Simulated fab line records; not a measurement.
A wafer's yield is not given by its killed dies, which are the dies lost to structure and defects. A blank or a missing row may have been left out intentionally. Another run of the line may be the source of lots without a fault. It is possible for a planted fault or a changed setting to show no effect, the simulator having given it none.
A lot that was struck, set against a sound lot -- flow n5-finfet -- 38 out of 1938 route steps
Sound: wafers L119.1, L119.3, L119.6. Struck: wafer L108.2 (L108.3, L108.5, from the same lot, were not struck and are left out); the cause is given at the end.
At each step with rows: each side's tool, then ch and its chambers, then its first start. Under that, the readings that differ: sound wafers -- struck wafers -- difference of the means -- sigmas: that difference in standard deviations of wafers without a fault.
alike: readings with means less than 2 such deviations apart, plus words and numbers identical on both sides. not compared: withheld readings, readings lacking a value on some wafer, bounds such as >300 that could conceal the same value, and numbers that have no deviation in the record and whose values overlap.
The two part at a step that has a row with sigmas, a row that says differs or no value, or rows on one side only. Non-overlapping numbers with no deviation appear without sigmas and do not part them. Lack of a reading on every wafer of one side parts them only where that side has two or more wafers.

first, 9 steps without rows for these wafers: N5_BEOL_M7_DESCUM_33 (chemistry O2, time 7 s); N5_BEOL_M7_ETCH_72 (etches underlayer in N2/H2, target depth 6.5 nm, time 5.2 s); N5_BEOL_M7_ETCH_65 (etches SiARC in CF4, target depth 15.6 nm, time 26 s); N5_BEOL_M7_ETCH_66 (etches SOC in N2/H2, target depth 80 nm, overetch 16 nm, time 120 s); N5_BEOL_M7_STRIP_69 (strips in N2/H2); N5_BEOL_M7_STRIP_73 (strips in N2/H2); N5_BEOL_M7_VIA_ETCH_34 (etches SiCOH lowk in C4F6/O2, target depth 125.5 nm, time 50.5 s); N5_BEOL_M7_STRIP_76 (strips in C4F6/O2); N5_BEOL_M7_STRIP_36 (strips in N2/H2).
N5_BEOL_M7_TRENCH_ETCH_37: etches SiCOH lowk in C4F6/O2, target depth 93.478 nm, time 31.2 s.
  sound on rie-diel-03 ch 2,3, day 16 17:36; struck on rie-diel-03 ch 0, day 13 07:47
reading,sound,struck,difference,sigmas
run-length-s (s),54.5 53.9 53.9,60.7,+6.6,+15
model.BEOL_M7.feature-depth-nm (nm),93 94.6 94.6,108.6,+14.5,
model.etch.depth-nm (nm),93.09 94.63 94.62,108.7,+14.6,
  alike: drypump-motor-current-A, oes-product-au, rf-vpp-V, showerhead-plenum-p-Torr, throttle-valve-pct
  not compared: rf-hours-counter-h, model.TiN_of_BEOL_M7_HM_DEP_02.thk-nm
then, 2 steps without rows for these wafers: N5_BEOL_M7_ETCH_41 (etches SiCN in CH3F/O2, target depth 31.9 nm, time 57.8 s); N5_BEOL_M7_STRIP_80 (strips in N2/H2, time 10 s).
N5_BEOL_M7_OCD_MEAS_38:
  struck on ocd-01, day 13 07:57; sound on ocd-01, day 16 17:45
reading,sound,struck,difference,sigmas
trench-depth-nm (nm),93.5 94.6 94.1,109.1,+15.0,+8
then, 13 steps without rows for these wafers: N5_BEOL_M7_HM_STRIP_39 (strips TiN in peroxide tin strip, target depth 25 nm, time 158 s); N5_BEOL_M7_SRD_40 (time 30 s); N5_BEOL_M7_PRECLEAN_42 (cleans in residue remover, time 60 s); N5_BEOL_M7_SRD_43 (time 30 s); N5_BEOL_M7_CURE_75 (cures SiCOH lowk, time 120 s); N5_BEOL_M7_DEGAS_44 (time 60 s); N5_BEOL_M7_PRE_CLEAN_45 (time 30 s); N5_BEOL_M7_ALD_77 (deposits TaN, target thk 2 nm, pulse time 2 s, purge time 3 s); N5_BEOL_M7_SURFACE_TREAT_79; N5_BEOL_M7_CVD_78 (deposits Co from CCTBA/H2, target thk 2 nm, time 142.3 s); N5_BEOL_M7_SPUTTER_48 (material Cu, target thk 10 nm, time 1.667 s); N5_BEOL_M7_ECD_50 (material Cu, target thk 300 nm); N5_BEOL_M7_ANNEAL_51 (time 90 s).
N5_BEOL_M7_CMP_52: polishes, stops on SiCOH lowk, t overpolish 6.9 s, target thk 80 nm.
  sound on cmp-02 ch 1,2,3, day 17 00:26; struck on cmp-02 ch 1, day 13 11:29
reading,sound,struck,difference,sigmas
model.Cu_of_BEOL_M7_ECD_50.thk-nm (nm),78.6 80.6 78.6,95,+16,
  alike: barrier-field-endpoint-s, motor-current-A, overpolish-run-s, time-to-endpoint-s
N5_BEOL_M7_THK_MEAS_53: measures by xrf.
  struck on film-metro-02, day 13 11:47; sound on film-metro-02, day 17 00:39
reading,sound,struck,difference,sigmas
M7_THK (nm),77.7 79.6 77.8,94.1,+15.7,+6
then, 2 steps without rows for these wafers: N5_BEOL_M7_PRE_CLEAN_55 (time 15 s); N5_BEOL_M7_DEP_56 (deposits SiCN from 3MS/NH3, target thk 10 nm, time 17.5 s).
N5_BEOL_M7_RS_MEAS_57: measures by four-point-probe.
  struck on film-metro-01, day 13 11:55; sound on film-metro-02, day 17 00:49
reading,sound,struck,difference,sigmas
M7_RS (ohm/sq),0.293 0.284 0.292,0.235,-0.055,-5
then, 5 steps without rows for these wafers: N5_BEOL_M8_ILD_DEP_00 (deposits SiCOH lowk from DEMS/porogen, target thk 179.75 nm, time 33.4 s); N5_BEOL_M8_CURE_74 (cures SiCOH lowk, time 240 s); N5_BEOL_M8_PECVD_70 (deposits SiO2 from TEOS/O2, target thk 20 nm, time 22.7 s); N5_BEOL_M8_HM_DEP_02 (deposits TiN, target thk 20 nm); N5_BEOL_M8_COAT_59 (time 60 s, resist thk 100 nm).
-- record jumps: 3 days separate the struck wafers' starts on either side; left off in module BEOL_M8, taken up again in module BEOL_M15, whose first shown step is the route's number 1830 --
N5_BEOL_M15_RC_MEAS_101:
  sound on prober-01 ch 0, day 20 18:30; struck on prober-02 ch 0, day 16 00:53
reading,sound,struck,difference,sigmas
COMB_M9 (S/m),1.8e-11 1.6e-11 1e-11,8.2e-12,-6.5e-12,-2
SERP_M7 (ohm/um),14.3 13.3 14.0,11.5,-2.4,-3
SERP_M7_max_site (ohm/um),14.7 14.0 14.6,11.9,-2.5,-3
  alike: COMB_M10, COMB_M11, COMB_M11_max_site, COMB_M12, COMB_M13, COMB_M14, COMB_M14_max_site, COMB_M15, COMB_M5, COMB_M6, COMB_M8, SERP_M10, SERP_M11, SERP_M12, SERP_M13, SERP_M14, SERP_M5, SERP_M6, SERP_M8, SERP_M9
N5_PASSIVATION_PROBE_49:
  record: rows for the struck wafers here (prober-01, day 16 15:39), none for the sound ones

## WHERE THEY PART
First at N5_BEOL_M7_TRENCH_ETCH_37; last, within this record, at N5_PASSIVATION_PROBE_49.

WHY: what had been put in by the simulator
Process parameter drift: rie-diel-03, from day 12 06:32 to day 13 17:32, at N5_BEOL_M7_TRENCH_ETCH_37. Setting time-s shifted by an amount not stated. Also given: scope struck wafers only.
